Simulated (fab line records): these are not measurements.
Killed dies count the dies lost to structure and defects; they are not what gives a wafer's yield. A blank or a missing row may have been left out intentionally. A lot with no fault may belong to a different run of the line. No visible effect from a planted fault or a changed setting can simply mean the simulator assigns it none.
Which tool did it? | flow n5Finfet | 33 wafers from 11 lots sampled at 2 of the route's 1938 steps

## WHAT EACH GAUGE READ, for each wafer
N5_MIM_BOT_LITHO_CD_MEAS_08: target cd 3000 nm.
lot  | measured     | on       | cdNm (nm)
L510 | day 11 23:10 | cdSem-02 | 2998.4 2994.1 2999.3
L514 | day 13 10:57 | cdSem-01 | 3001.4 2997.7 2997.6
L515 | day 13 22:43 | cdSem-02 | 2997.7 3002.3 2999.1
L516 | day 14 09:38 | cdSem-02 | 3001.1 3002.1 3001.6
L517 | day 14 14:43 | cdSem-02 | 2998.3 2998.4 2995.7
L518 | day 14 17:17 | cdSem-02 | 2997.1 2982.8 2984.6
L521 | day 15 09:43 | cdSem-03 | 3001.1 2983.8 2986.4
L519 | day 15 09:32 | cdSem-02 | 2979.1 3001.3 2983.3
L530 | day 17 10:28 | cdSem-03 | 2997.7 3002.7 2998.7
L532 | day 18 07:38 | cdSem-03 | 2997.5 3001.7 3002.2
L533 | day 18 10:11 | cdSem-02 | 3000.4 3002.2 2999.9

## WHAT TOOL EACH LOT RAN ON (gives the tool, then ch and the chambers of the sampled wafers, and finally the start)
lot  | N5_MIM_BOT_LITHO_PEB_06
L510 | lithoTrack-03 ch 0, day 11 23:03
L514 | lithoTrack-05 ch 0, day 13 10:50
L515 | lithoTrack-05 ch 0, day 13 22:35
L516 | lithoTrack-03 ch 0, day 14 09:31
L517 | lithoTrack-03 ch 0, day 14 14:36
L518 | lithoTrack-03 ch 0, day 14 17:10
L521 | lithoTrack-03 ch 0, day 15 09:35
L519 | lithoTrack-03 ch 0, day 15 09:25
L530 | lithoTrack-05 ch 0, day 17 10:20
L532 | lithoTrack-05 ch 0, day 18 07:31
L533 | lithoTrack-05 ch 0, day 18 10:04
- N5_MIM_BOT_LITHO_PEB_06

## THE ANSWER, worked out from the rows above alone
Rule: the usual values come from the lots themselves. Put in order of their means at a reading, lots are off if they are a third of the lots or fewer, leave a main group of 4 or more, and stand apart from it by a gap of 3 or more times the standard deviation of the main group's means; of several such gaps the widest counts. A main group is skipped when, at the precision printed for the reading in the tables above, its means are all equal. Also off: a lot with no number at a reading for which 4 or more lots have one. Any other lot the step has rows for is counted as sound.
Off, at N5_MIM_BOT_LITHO_CD_MEAS_08 on cdNm: L518, L521, L519. For the main group the mean is 2999.5 nm and the standard deviation 1.4.
A tool fits if, at a process step before that reading, it ran every lot that is off, and no sound lot after the first of them. Those tools and the gauges at N5_MIM_BOT_LITHO_CD_MEAS_08 are tried in the same way. One candidate fits, namely lithoTrack-03 at N5_MIM_BOT_LITHO_PEB_06. A fault onset in the window from L517 (day 14 14:36, its last sound lot) to L518 (day 14 17:10, its first lot off) fits.

## WHAT HAD BEEN PUT IN BY THE SIMULATOR
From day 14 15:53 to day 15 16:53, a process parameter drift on lithoTrack-03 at N5_MIM_BOT_LITHO_PEB_06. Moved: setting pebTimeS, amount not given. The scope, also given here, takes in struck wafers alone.
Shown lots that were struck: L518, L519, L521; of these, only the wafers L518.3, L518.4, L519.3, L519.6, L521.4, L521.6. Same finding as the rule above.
